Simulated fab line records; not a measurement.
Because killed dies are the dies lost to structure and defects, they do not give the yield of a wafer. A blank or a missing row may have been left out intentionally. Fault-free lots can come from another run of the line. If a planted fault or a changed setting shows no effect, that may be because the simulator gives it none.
fab line records -- flow nandHarc
record: lots: 12, wafers: 35, lastDay: 33
route steps=1302 shown P_BONDPAD@386 A_ZERO_WELL@405 A_ONON_D1@442 A_CHANNEL_HOLE_D1@451 END@1302
lots untouched by any fault: they come from a run of this same line in which no faults occurred
startH: hours from the record's opening day to when the first of the lot's shown wafers began -- waitH: how many hours have passed since the lot's step before this one -- " the same as in the row above -- L1.1+2: a single row standing in for several wafers -- - no value, or no start was given -- * or withheld: withheld -- < > ~ a bound
route shown NAME@n: names a module that has steps shown in the file, with the first one's number in the route -- usual: the fault-free wafers' mean and standard deviation -- same: alike in all rows -- chamber/n: place in a boat -- sites: each site's reading -- _std_site: standard deviation across them -- _edge_site: mean of outer sites minus mean of inner sites -- radiusMm: how far each site lies from the wafer's centre -- mask NAME#n: copy n -- behind: the last tool/chamber to shape the wafer -- hold: reason for holding the lot/hours on hold/outcome of the hold -- device: the n, p or np transistor that did not switch -- end of line: at the end of the route, the tests of the same wafers -- a step with no rows: only its recipe -- killed: not the wafer's yield, but the dies lost to structure and defects at the first sort -- map: a wafer's dies, x killed, . not, _ none there
set.NAME: the setting that was run; set.NAME@STEP: the one run at that earlier step -- model.NAME: the simulator's own value behind a step, which no gauge read
the route's steps for a sample of lots (tables are steps, rows are wafers)
services: when a tool's chamber went out of use (startH, in hours from the record's first day, below 0 if earlier), for how many hours, and the reason
== steps ==
step: NHARC_P_BONDPAD_ACTIVATE_29
recipe: timeS: 60, n2FlowSccm: 200, arFlowSccm: 0, biasPowerW: 0, chemistry: N2
usual: drypumpMotorCurrentA: 5.6/0.47, oesProductAu: 1.001/0.0075, rfVppV: 64.2/0.81, showerheadPlenumPTorr: 1.78/0.071
same: timeS: 60
lot.wafer,tool,chamber,startH,waitH,drypumpMotorCurrentA,oesProductAu,rfHoursCounterH,rfVppV,showerheadPlenumPTorr
L412.3,rieDiel-12,1,144.83,0.1,4.9,0.998,1.7,64.9,1.84
L412.2,rieDiel-12,3,144.83,0.1,6.2,1.018,1.6,64.1,1.68
L412.6,rieDiel-12,1,144.83,0.1,4.9,0.989,-,63.9,1.84
L414.4,rieDiel-12,2,160.54,0.1,5.8,1.011,3.9,64.6,1.80
L414.2,rieDiel-12,0,160.54,0.1,5.0,1.001,3.5,64.8,1.67
L414.3,rieDiel-12,1,160.54,0.1,4.9,1.004,3.8,65.1,1.84
L413.3,rieDiel-10,0,161.13,0.1,5.6,1.008,4.4,62.9,1.78
L413.5,rieDiel-10,2,161.13,0.1,4.9,1.002,-,63.2,1.68
L413.6,rieDiel-10,0,161.13,0.1,5.6,0.995,-,65.1,1.79
L417.3,rieDiel-05,0,186.71,0.1,5.2,0.999,2.9,63.2,1.67
L417.1,rieDiel-05,1,186.71,0.1,5.5,1.006,3.0,65.4,1.84
L417.4,rieDiel-05,2,186.71,0.1,5.2,1.000,3.2,65.1,1.85
L420.2,rieDiel-05,3,218.25,0.1,6.3,1.002,4.2,63.1,1.82
L420.1,rieDiel-05,0,218.25,0.1,5.2,1.008,3.6,64.6,1.67
L420.5,rieDiel-05,2,218.25,0.1,5.2,0.990,-,64.2,1.86
L423.4,rieDiel-05,2,244.16,0.1,5.2,0.993,0.1,64.7,1.85
L423.3,rieDiel-05,1,244.16,0.1,5.5,1.002,0.1,65.1,1.84
L424.3,rieDiel-10,1,257.79,0.1,5.8,0.999,0.1,64.8,1.81
L424.4,rieDiel-10,2,257.79,0.1,4.9,1.004,0.1,63.6,1.68
L424.6,rieDiel-10,3,257.79,0.1,6.2,1.000,-,64.7,1.86
L425.3,rieDiel-12,2,265.80,0.2,5.7,1.010,-,64.1,1.80
L425.4,rieDiel-12,2,265.80,0.2,5.7,1.005,-,65.5,1.80
L425.6,rieDiel-12,2,265.80,0.2,5.7,0.998,-,65.1,1.80
L427.2,rieDiel-05,0,284.86,0.1,5.2,0.993,1.3,63.3,1.66
L427.1,rieDiel-05,1,284.86,0.1,5.4,0.991,1.2,65.6,1.84
L427.6,rieDiel-05,3,284.86,0.1,6.4,0.995,-,63.7,1.82
L428.3,rieDiel-10,1,298.43,0.1,5.8,0.992,2.5,64.0,1.81
L428.2,rieDiel-10,0,298.43,0.1,5.6,1.001,2.4,64.8,1.78
L428.5,rieDiel-10,2,298.43,0.1,4.9,0.994,-,62.5,1.68
L431.4,rieDiel-10,1,332.86,0.1,5.8,0.998,4.6,63.8,1.81
L431.6,rieDiel-10,1,332.86,0.1,5.8,0.994,-,63.7,1.81
L431.5,rieDiel-10,2,332.86,0.1,4.9,0.998,-,63.5,1.68
L433.2,rieDiel-10,2,351.16,0.1,4.9,1.001,5.2,65.1,1.68
L433.5,rieDiel-10,3,351.16,0.1,6.2,0.991,-,63.8,1.86
L433.6,rieDiel-10,0,351.16,0.1,5.6,1.000,-,64.1,1.78
step: NHARC_A_ZERO_WELL_ETCH_13
recipe: targetDepthA: 1200, timeS: 40.1, hbrFlowSccm: 150, cl2FlowSccm: 50, rfW: 400, icpW: 400, biasW: 100, chemistry: HBr/Cl2
usual: drypumpMotorCurrentA: 5.8/0.62, oesProductAu: 0.999/0.008, throttleValvePct: 26.405/0.009
same: timeS: 40.1
lot.wafer,tool,chamber,startH,waitH,drypumpMotorCurrentA,oesProductAu,rfHoursCounterH,throttleValvePct
L412.2,rieSi-01,3,146.32,-,4.7,0.992,0.7,26.427
L412.3,rieSi-01,1,146.32,-,6.5,0.990,0.7,26.427
L412.6,rieSi-01,3,146.32,-,4.7,0.985,-,26.405
L414.4,rieSi-01,0,162.18,-,5.4,1.006,0.7,26.405
L414.2,rieSi-01,1,162.18,-,6.4,0.994,0.8,26.407
L414.3,rieSi-01,2,162.18,-,6.1,1.006,0.8,26.415
L413.3,rieSi-06,1,162.79,-,5.1,0.989,0.7,26.424
L413.5,rieSi-06,0,162.79,-,6.4,1.002,-,26.402
L413.6,rieSi-06,1,162.79,-,5.1,0.999,-,26.417
L417.3,rieSi-01,0,188.30,-,5.4,1.004,1.0,26.392
L417.4,rieSi-01,1,188.30,-,6.5,1.007,0.9,26.415
L417.1,rieSi-01,2,188.30,-,6.1,0.998,0.9,26.417
L420.2,rieSi-01,1,219.83,-,6.5,1.014,0.1,26.407
L420.1,rieSi-01,2,219.83,-,6.2,0.998,0.1,26.402
L420.5,rieSi-01,2,219.83,-,6.1,1.016,-,26.387
L423.3,rieSi-05,3,245.81,-,5.0,1.010,0.7,26.400
L423.4,rieSi-05,0,245.81,-,5.7,1.005,0.6,26.402
L424.3,rieSi-06,0,259.39,-,6.4,0.992,0.0,26.400
L424.4,rieSi-06,1,259.39,-,5.1,0.994,0.0,26.402
L424.6,rieSi-06,3,259.39,-,5.8,0.995,-,26.416
L425.3,rieSi-05,0,267.60,-,5.7,1.006,0.7,26.418
L425.4,rieSi-05,1,267.60,-,6.7,1.009,0.8,26.407
L425.6,rieSi-05,2,267.60,-,5.7,1.021,-,26.403
L427.1,rieSi-05,1,286.47,-,6.7,1.003,0.9,26.417
L427.2,rieSi-05,2,286.47,-,5.7,0.998,1.0,26.398
L427.6,rieSi-05,0,286.47,-,5.7,1.010,-,26.405
L428.2,rieSi-06,0,299.94,-,6.4,0.979,0.3,26.402
L428.3,rieSi-06,2,299.94,-,6.6,0.992,0.2,26.410
L428.5,rieSi-06,1,299.94,-,5.1,0.990,-,26.418
L431.4,rieSi-01,1,334.55,-,6.4,0.986,0.8,26.406
L431.5,rieSi-01,0,334.55,-,5.3,1.000,-,26.407
L431.6,rieSi-01,1,334.55,-,6.4,0.996,-,26.404
L433.2,rieSi-01,0,352.65,-,5.4,0.998,1.2,26.412
L433.6,rieSi-01,1,352.65,-,6.5,0.993,-,26.402
L433.5,rieSi-01,2,352.65,-,6.1,0.998,-,26.396
step: NHARC_A_ONON_D1_DEP_25
recipe: targetThkA: 10000, n2FlowSccm: 2750, n2oFlowSccm: 2000, nh3FlowSccm: 500, sih4FlowSccm: 210, tempC: 400
usual: n2oFlowSccm: 2000/7.2
lot.wafer,tool,chamber,startH,waitH,n2oFlowSccm
L412.2,pecvdOnon-04,0,180.74,0.1,2003
L412.3,pecvdOnon-04,0,180.74,0.1,1997
L412.6,pecvdOnon-04,0,180.74,0.1,2008
L414.2,pecvdOnon-03,0,198.25,0.2,1996
L414.3,pecvdOnon-03,0,198.25,0.2,1991
L414.4,pecvdOnon-03,0,198.25,0.2,1986
L413.3,pecvdOnon-04,0,198.53,0.2,2004
L413.5,pecvdOnon-04,0,198.53,0.2,2006
L413.6,pecvdOnon-04,0,198.53,0.2,2014
L417.1,pecvdOnon-03,0,224.58,0.1,1990
L417.3,pecvdOnon-03,0,224.58,0.1,1987
L417.4,pecvdOnon-03,0,224.58,0.1,1998
L420.1,pecvdOnon-02,0,253.82,0.1,1990
L420.2,pecvdOnon-02,0,253.82,0.1,1989
L420.5,pecvdOnon-02,0,253.82,0.1,1991
L423.3,pecvdOnon-02,0,280.52,0.2,1992
L423.4,pecvdOnon-02,0,280.52,0.2,2003
L424.3,pecvdOnon-02,0,295.58,0.2,2006
L424.4,pecvdOnon-02,0,295.58,0.2,2002
L424.6,pecvdOnon-02,0,295.58,0.2,2012
L425.3,pecvdOnon-04,0,300.56,0.2,2000
L425.4,pecvdOnon-04,0,300.56,0.2,1996
L425.6,pecvdOnon-04,0,300.56,0.2,2002
L427.1,pecvdOnon-03,0,323.54,0.2,1990
L427.2,pecvdOnon-03,0,323.54,0.2,1989
L427.6,pecvdOnon-03,0,323.54,0.2,1989
L428.2,pecvdOnon-04,0,333.85,0.1,2007
L428.3,pecvdOnon-04,0,333.85,0.1,2006
L428.5,pecvdOnon-04,0,333.85,0.1,2011
L431.4,pecvdOnon-04,0,367.63,0.2,1996
L431.5,pecvdOnon-04,0,367.63,0.2,1995
L431.6,pecvdOnon-04,0,367.63,0.2,1997
L433.2,pecvdOnon-02,0,388.88,0.1,1996
L433.5,pecvdOnon-02,0,388.88,0.1,1997
L433.6,pecvdOnon-02,0,388.88,0.1,1993
step: NHARC_A_ONON_D1_THK_MEAS_27
recipe: thkMeasGauge: ellipsometry
usual: thkNm: 1000/7.7
lot.wafer,tool,chamber,startH,waitH,hold,thkNm
L412.2,filmMetro-02,-,181.19,-,-,996
L412.3,filmMetro-02,-,181.19,-,-,994
L412.6,filmMetro-02,-,181.19,-,-,995
L414.2,filmMetro-01,-,198.70,-,-,999
L414.3,filmMetro-01,-,198.70,-,-,1000
L414.4,filmMetro-01,-,198.70,-,-,998
L413.3,filmMetro-01,-,198.92,-,-,999
L413.5,filmMetro-01,-,198.92,-,-,1001
L413.6,filmMetro-01,-,198.92,-,-,1001
L417.1,filmMetro-01,-,225.08,-,-,1008
L417.3,filmMetro-01,-,225.08,-,-,1008
L417.4,filmMetro-01,-,225.08,-,-,1007
L420.1,filmMetro-01,-,254.33,-,-,993
L420.2,filmMetro-01,-,254.33,-,-,993
L420.5,filmMetro-01,-,254.33,-,-,995
L423.3,filmMetro-01,-,280.91,-,awaitDispo/0.2h/release,473
L423.4,filmMetro-01,-,280.91,-,awaitDispo/0.2h/release,1002
L423.3,filmMetro-01,-,281.08,0.2,-,472
L423.4,filmMetro-01,-,281.08,0.2,-,1001
L424.3,filmMetro-02,-,295.98,-,awaitDispo/0.2h/release,483
L424.4,filmMetro-02,-,295.98,-,awaitDispo/0.2h/release,1009
L424.6,filmMetro-02,-,295.98,-,awaitDispo/0.2h/release,1011
L424.3,filmMetro-02,-,296.15,0.2,-,482
L424.4,filmMetro-02,-,296.15,0.2,-,1008
L424.6,filmMetro-02,-,296.15,0.2,-,1009
L425.3,filmMetro-02,-,300.95,-,-,989
L425.4,filmMetro-02,-,300.95,-,-,988
L425.6,filmMetro-02,-,300.95,-,-,985
L427.1,filmMetro-02,-,324.05,-,-,1016
L427.2,filmMetro-02,-,324.05,-,-,1015
L427.6,filmMetro-02,-,324.05,-,-,1014
L428.2,filmMetro-02,-,334.30,-,-,998
L428.3,filmMetro-02,-,334.30,-,-,999
L428.5,filmMetro-02,-,334.30,-,-,999
L431.4,filmMetro-01,-,367.97,-,-,1003
L431.5,filmMetro-01,-,367.97,-,-,1003
L431.6,filmMetro-01,-,367.97,-,-,1000
L433.2,filmMetro-02,-,389.32,-,-,1006
L433.5,filmMetro-02,-,389.32,-,-,1008
L433.6,filmMetro-02,-,389.32,-,-,1008
step: NHARC_A_CHANNEL_HOLE_D1_DEP_01
recipe: targetThkA: 1400, targetThkNm: 140, tempC: 400, pressureTorr: 3.5, flowSccm: 200, rfW: 350, material: SiON
usual: heaterPowerOuterW: 471/45, heaterPowerW: 765/56
lot.wafer,tool,chamber,startH,waitH,heaterPowerOuterW,heaterPowerW
L412.2,pecvd-02,1,185.20,1.3,439,696
L412.3,pecvd-02,0,185.20,1.3,487,767
L412.6,pecvd-02,0,185.20,1.3,509,773
L414.2,pecvd-01,0,201.83,1.3,509,840
L414.3,pecvd-01,2,201.83,1.3,441,779
L414.4,pecvd-01,0,201.83,1.3,514,827
L413.3,pecvd-01,0,203.32,1.0,466,782
L413.5,pecvd-01,0,203.32,1.0,470,779
L413.6,pecvd-01,2,203.32,1.0,450,773
L417.3,pecvd-03,2,229.65,1.0,549,832
L417.1,pecvd-03,0,229.65,1.0,475,749
L417.4,pecvd-03,1,229.65,1.0,463,793
L420.1,pecvd-03,1,259.08,1.6,477,809
L420.2,pecvd-03,2,259.08,1.6,469,737
L420.5,pecvd-03,2,259.08,1.6,471,753
L423.4,pecvd-02,2,292.48,1.1,445,729
L425.3,pecvd-01,1,308.10,1.0,502,779
L425.6,pecvd-01,2,308.10,1.0,422,736
L425.4,pecvd-01,1,308.10,1.0,502,803
L424.4,pecvd-02,2,308.23,0.8,497,793
L424.6,pecvd-02,1,308.23,0.8,448,726
L427.2,pecvd-02,0,330.82,1.3,450,718
L427.1,pecvd-02,1,330.82,1.3,492,761
L427.6,pecvd-02,2,330.82,1.3,391,657
L428.3,pecvd-03,2,339.55,1.0,542,840
L428.2,pecvd-03,0,339.55,1.0,481,797
L428.5,pecvd-03,2,339.55,1.0,425,687
L431.4,pecvd-01,2,371.18,0.7,470,848
L431.6,pecvd-01,0,371.18,0.7,526,845
L431.5,pecvd-01,1,371.18,0.7,491,775
L433.2,pecvd-02,1,392.41,1.3,459,737
L433.6,pecvd-02,1,392.41,1.3,469,717
L433.5,pecvd-02,0,392.41,1.3,510,806
step: NHARC_END_SORT_01
recipe: tempC: 25
usual: killedAtArray: 58/20, killedAtOther: 0.9/1.4, killedAtPeriphery: 4/3.1, killedDies: 63/20, killedOpen: 3.3/1.8, killedShort: 2.4/1.5
same: grossDies: 677
lot.wafer,tool,chamber,startH,waitH,hold,killedAtArray,killedAtOther,killedAtPeriphery,killedDies,killedOpen,killedShort
L412.2,prober-02,0,594.07,2.8,-,48,7,13,68,5,1
L412.3,prober-02,0,594.88,3.1,-,57,2,7,66,4,2
L412.6,prober-02,0,597.29,4.0,-,43,3,5,51,1,1
L420.1,prober-02,0,657.02,2.5,-,33,3,0,36,2,4
L420.2,prober-02,0,657.82,2.8,-,28,3,1,32,4,2
L420.5,prober-02,0,660.21,3.7,-,32,1,2,35,3,3
L424.3,prober-02,0,689.32,3.1,awaitDispo/2.5h/release,672,1,4,677,5,3
L424.4,prober-02,0,690.11,3.4,awaitDispo/2.5h/release,69,1,3,73,4,4
L424.6,prober-02,0,691.71,4.0,awaitDispo/2.5h/release,72,1,7,80,6,4
L423.3,prober-01,0,689.36,3.1,awaitDispo/1.0h/release,673,0,4,677,1,2
L423.4,prober-01,0,690.15,3.4,awaitDispo/1.0h/release,79,1,11,91,3,4
L427.1,prober-02,0,722.66,2.5,-,52,0,4,56,4,2
L427.2,prober-02,0,723.47,2.8,-,80,0,3,83,6,5
L427.6,prober-02,0,726.69,4.0,-,77,2,0,79,5,2
L425.3,prober-01,0,724.15,3.0,-,64,1,3,68,5,4
L425.4,prober-01,0,724.94,3.3,-,62,0,6,68,2,0
L425.6,prober-01,0,726.52,4.0,-,74,1,3,78,4,4
L428.2,prober-01,0,739.08,2.8,-,39,0,2,41,3,2
L428.3,prober-01,0,739.86,3.1,-,42,0,5,47,5,0
L428.5,prober-01,0,741.43,3.6,-,58,0,5,63,3,1
L431.4,prober-02,0,767.43,3.4,-,94,2,1,97,3,3
L431.5,prober-02,0,768.24,3.7,-,76,0,1,77,0,3
L431.6,prober-02,0,769.05,4.0,-,65,0,3,68,3,3
killed by level:class
L412.2 A_CHANNEL_HOLE_D1:chamberFilmFlake=29 P_GATE:chamberFilmFlake=8 THIN_TSV:chamberFilmFlake=7 A_CHANNEL_HOLE_D2:chamberFilmFlake=6 A_STAIRCASE:chamberFilmFlake=4 A_WL_FILL:chamberFilmFlake=3 P_ZERO_WELL:chamberFilmFlake=2 A_DECK1_JOINT:chamberFilmFlake=2
L412.3 A_CHANNEL_HOLE_D1:chamberFilmFlake=37 A_CHANNEL_HOLE_D2:chamberFilmFlake=7 P_GATE:chamberFilmFlake=4 P_M1:chamberFilmFlake=3 A_STAIRCASE:chamberFilmFlake=3 A_CHANNEL_FILL_D1:geometricParticle:open=2 A_WL_FILL:chamberFilmFlake=2 THIN_TSV:chamberFilmFlake=2
L412.6 A_CHANNEL_HOLE_D1:chamberFilmFlake=24 A_STAIRCASE:chamberFilmFlake=5 A_CHANNEL_HOLE_D2:chamberFilmFlake=5 THIN_TSV:chamberFilmFlake=3 P_GATE:chamberFilmFlake=2 A_WL_FILL:chamberFilmFlake=2 A_CONTACT:chamberFilmFlake=2 P_STI:geometricParticle:short=1
L420.1 A_CHANNEL_HOLE_D2:chamberFilmFlake=9 A_CHANNEL_HOLE_D1:chamberFilmFlake=4 A_CONTACT:chamberFilmFlake=4 THIN_TSV:chamberFilmFlake=3 A_CHANNEL_FILL_D1:chamberFilmFlake=2 A_STAIRCASE:chamberFilmFlake=2 A_WL_FILL:chamberFilmFlake=2 A_M1:chamberFilmFlake=2
L420.2 A_CHANNEL_HOLE_D2:chamberFilmFlake=12 A_CHANNEL_HOLE_D1:chamberFilmFlake=4 A_CHANNEL_FILL_D1:chamberFilmFlake=3 THIN_TSV:chamberFilmFlake=2 A_CHANNEL_HOLE_D1:geometricParticle:short=1 A_CHANNEL_FILL_D1:geometricParticle:open=1 A_ONON_D2:geometricParticle:open=1 A_ONON_D2:geometricParticle:short=1
L420.5 A_CHANNEL_HOLE_D2:chamberFilmFlake=10 A_CHANNEL_HOLE_D1:chamberFilmFlake=6 A_CHANNEL_FILL_D2:chamberFilmFlake=4 A_WL_FILL:chamberFilmFlake=3 A_DECK1_JOINT:geometricParticle:short=2 A_STAIRCASE:chamberFilmFlake=2 P_CONTACT:geometricParticle:short=1 A_CHANNEL_FILL_D1:geometricParticle:open=1
L424.3 A_ONON_D1:areaDep=621 A_CHANNEL_HOLE_D1:chamberFilmFlake=25 A_CHANNEL_HOLE_D2:chamberFilmFlake=10 A_SLIT:chamberFilmFlake=3 A_CHANNEL_FILL_D2:geometricParticle:open=2 P_BONDPAD:chamberFilmFlake=2 A_STAIRCASE:chamberFilmFlake=2 A_WL_FILL:chamberFilmFlake=2
L423.3 A_ONON_D1:areaDep=614 A_CHANNEL_HOLE_D1:chamberFilmFlake=28 A_SLIT:chamberFilmFlake=14 A_STAIRCASE:chamberFilmFlake=7 A_CHANNEL_HOLE_D2:chamberFilmFlake=5 P_BONDPAD:chamberFilmFlake=2 A_CONTACT:chamberFilmFlake=2 P_M1:geometricParticle:short=1
L424.4 A_CHANNEL_HOLE_D1:chamberFilmFlake=32 A_CHANNEL_HOLE_D2:chamberFilmFlake=19 P_BONDPAD:chamberFilmFlake=3 A_STAIRCASE:chamberFilmFlake=3 A_SLIT:chamberFilmFlake=3 A_ZERO_WELL:chamberFilmFlake=2 A_CHANNEL_FILL_D1:geometricParticle:short=1 A_DECK1_JOINT:geometricParticle:short=1
L423.4 A_CHANNEL_HOLE_D1:chamberFilmFlake=34 A_SLIT:chamberFilmFlake=20 A_CHANNEL_HOLE_D2:chamberFilmFlake=11 P_BONDPAD:chamberFilmFlake=4 A_CONTACT:chamberFilmFlake=4 A_STAIRCASE:chamberFilmFlake=3 P_ZERO_WELL:chamberFilmFlake=2 P_GATE:chamberFilmFlake=2
L424.6 A_CHANNEL_HOLE_D1:chamberFilmFlake=36 A_CHANNEL_HOLE_D2:chamberFilmFlake=23 P_BONDPAD:chamberFilmFlake=4 A_CHANNEL_FILL_D1:geometricParticle:open=2 P_CONTACT:geometricParticle:open=1 A_ONON_D1:geometricParticle:short=1 A_CHANNEL_HOLE_D1:geometricParticle:short=1 A_DECK1_JOINT:geometricParticle:open=1
L427.1 A_CHANNEL_HOLE_D1:chamberFilmFlake=28 A_CHANNEL_HOLE_D2:chamberFilmFlake=10 A_SLIT:chamberFilmFlake=3 A_DECK1_JOINT:chamberFilmFlake=3 P_CONTACT:geometricParticle:open=2 A_ONON_D1:geometricParticle:open=2 P_ZERO_WELL:chamberFilmFlake=2 A_CONTACT:chamberFilmFlake=2
L427.2 A_CHANNEL_HOLE_D1:chamberFilmFlake=36 A_CHANNEL_HOLE_D2:chamberFilmFlake=19 A_CONTACT:chamberFilmFlake=4 P_ZERO_WELL:chamberFilmFlake=3 A_DECK1_JOINT:chamberFilmFlake=3 A_STAIRCASE:chamberFilmFlake=3 A_CHANNEL_FILL_D2:geometricParticle:open=2 A_SLIT:chamberFilmFlake=2
L425.3 A_CHANNEL_HOLE_D1:chamberFilmFlake=28 A_CHANNEL_HOLE_D2:chamberFilmFlake=21 A_CONTACT:chamberFilmFlake=3 A_STAIRCASE:chamberFilmFlake=2 P_CONTACT:geometricParticle:open=1 A_SOURCE_PLATE:geometricParticle:open=1 A_ONON_D1:geometricParticle:short=1 A_ONON_D2:geometricParticle:open=1
L425.4 A_CHANNEL_HOLE_D1:chamberFilmFlake=40 A_CHANNEL_HOLE_D2:chamberFilmFlake=11 A_SLIT:chamberFilmFlake=5 A_STAIRCASE:chamberFilmFlake=5 P_ZERO_WELL:chamberFilmFlake=3 P_BONDPAD:chamberFilmFlake=2 P_CONTACT:geometricParticle:open=1 A_CHANNEL_FILL_D1:geometricParticle:open=1
L425.6 A_CHANNEL_HOLE_D1:chamberFilmFlake=26 A_CHANNEL_HOLE_D2:chamberFilmFlake=25 A_STAIRCASE:chamberFilmFlake=10 A_SLIT:chamberFilmFlake=3 P_ZERO_WELL:chamberFilmFlake=2 A_CONTACT:chamberFilmFlake=2 P_CONTACT:geometricParticle:open=1 A_ONON_D1:geometricParticle:short=1
L427.6 A_CHANNEL_HOLE_D1:chamberFilmFlake=37 A_CHANNEL_HOLE_D2:chamberFilmFlake=23 A_SLIT:chamberFilmFlake=4 A_CONTACT:chamberFilmFlake=3 A_M1:geometricParticle:open=2 A_SOURCE_PLATE:geometricParticle:short=1 A_ONON_D2:geometricParticle:short=1 A_SGD_CUT:geometricParticle:open=1
L428.2 A_CHANNEL_HOLE_D1:chamberFilmFlake=27 A_STAIRCASE:chamberFilmFlake=3 A_WL_FILL:chamberFilmFlake=2 A_SLIT:chamberFilmFlake=2 P_CONTACT:geometricParticle:open=1 A_DECK1_JOINT:geometricParticle:short=1 A_ONON_D2:geometricParticle:short=1 A_CHANNEL_FILL_D2:geometricParticle:open=1
L428.3 A_CHANNEL_HOLE_D1:chamberFilmFlake=33 A_SLIT:chamberFilmFlake=3 P_M2:chamberFilmFlake=2 A_STAIRCASE:chamberFilmFlake=2 P_CONTACT:geometricParticle:open=1 P_M1:geometricParticle:open=1 P_M2:geometricParticle:open=1 A_CHANNEL_FILL_D1:geometricParticle:open=1
L428.5 A_CHANNEL_HOLE_D1:chamberFilmFlake=40 A_SLIT:chamberFilmFlake=5 A_CONTACT:chamberFilmFlake=5 A_CONTACT:geometricParticle:open=2 P_M2:chamberFilmFlake=2 A_STAIRCASE:chamberFilmFlake=2 P_M0:geometricParticle:open=1 A_DECK1_JOINT:geometricParticle:short=1
L431.4 A_CHANNEL_HOLE_D1:chamberFilmFlake=35 A_CHANNEL_HOLE_D2:chamberFilmFlake=30 A_SLIT:chamberFilmFlake=9 A_CONTACT:chamberFilmFlake=6 A_BONDPAD:chamberFilmFlake=6 A_CHANNEL_FILL_D1:chamberFilmFlake=3 A_DECK1_JOINT:geometricParticle:open=1 A_DECK1_JOINT:geometricParticle:short=1
L431.5 A_CHANNEL_HOLE_D2:chamberFilmFlake=30 A_CHANNEL_HOLE_D1:chamberFilmFlake=27 A_CONTACT:chamberFilmFlake=7 A_BONDPAD:chamberFilmFlake=6 A_CHANNEL_FILL_D1:geometricParticle:short=3 A_SLIT:chamberFilmFlake=3 P_GATE:chamberFilmFlake=1
L431.6 A_CHANNEL_HOLE_D1:chamberFilmFlake=28 A_CHANNEL_HOLE_D2:chamberFilmFlake=14 A_CONTACT:chamberFilmFlake=6 A_SLIT:chamberFilmFlake=5 A_BONDPAD:chamberFilmFlake=4 P_CONTACT:geometricParticle:open=1 P_M0:geometricParticle:short=1 A_BLC:geometricParticle:open=1
== services ==
tool,chamber,startH,hours,kind
rieDiel-05,2,125.55,4.0,repair
rieSi-01,-,129.60,0.3,repair
pecvdOnon-04,-,130.08,13.0,pm
pecvd-01,-,130.75,13.0,pm
rieDiel-10,3,157.79,23.3,repair
rieDiel-10,-,164.56,0.1,repair
pecvd-02,1,168.63,6.4,repair
pecvdOnon-02,-,185.27,13.0,pm
rieDiel-05,2,190.15,5.4,repair
rieSi-01,-,193.00,9.0,pm
pecvd-02,-,227.17,13.0,pm
rieSi-01,-,229.14,0.2,repair
rieDiel-10,1,233.09,1.8,repair
rieDiel-10,-,242.50,9.0,pm
rieDiel-10,3,262.04,1.8,repair
pecvd-01,-,262.52,0.3,repair
rieSi-01,1,300.97,5.4,repair
pecvdOnon-04,-,311.08,13.0,pm
pecvd-01,-,311.93,13.0,pm
rieSi-01,-,321.21,0.2,repair
rieDiel-10,-,359.16,5.5,repair
rieSi-01,-,370.00,9.0,pm
rieDiel-10,3,375.24,5.8,repair
pecvd-02,-,388.21,1.6,repair
== key ==
firstSign: step: NHARC_A_ONON_D1_THK_MEAS_27, reading: visit, direction: added
effect: step: NHARC_A_ONON_D1_THK_MEAS_27, reading: thkNm, direction: down, sigmas: 68, usual: 1000, struck: 478
effect: step: NHARC_END_SORT_01, reading: killedAtArray, direction: up, sigmas: 31, usual: 58, struck: 672
moreKillsBornAt: NHARC_A_ONON_D1_DEP_25@pecvdOnon-02: 1235
metAt NHARC_A_ONON_D1_DEP_25
struckLots L423,L424
struckWafers L423.3,L424.3
laterRowsLeftOut L423.3,L424.3
testerLeftOut L423,L424
notActingAt NHARC_P_BONDPAD_ACTIVATE_29,NHARC_A_ZERO_WELL_ETCH_13,NHARC_A_CHANNEL_HOLE_D1_DEP_01
onsetBetween 253.82 280.52
fault: kind: processParameterDrift, tool: pecvdOnon-02, chamber: -, onsetH: 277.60, steps: NHARC_A_ONON_D1_DEP_25, channel: targetThkA, offset: *, shape: step, endH: 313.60, scope: struckWafersOnly, actsIn: *, stated: *
testerLeftOut: of these lots the tester's yield and bins aren't shown, on N5 and GAA mostly nor the transistor test; their killed dies are dies lost to structure and defects alone, not to doping, threshold or leakage, so they don't give the yield
laterRowsLeftOut: the simulator's readings of these wafers behind a module that went badly wrong aren't trusted and aren't shown, but for the sort
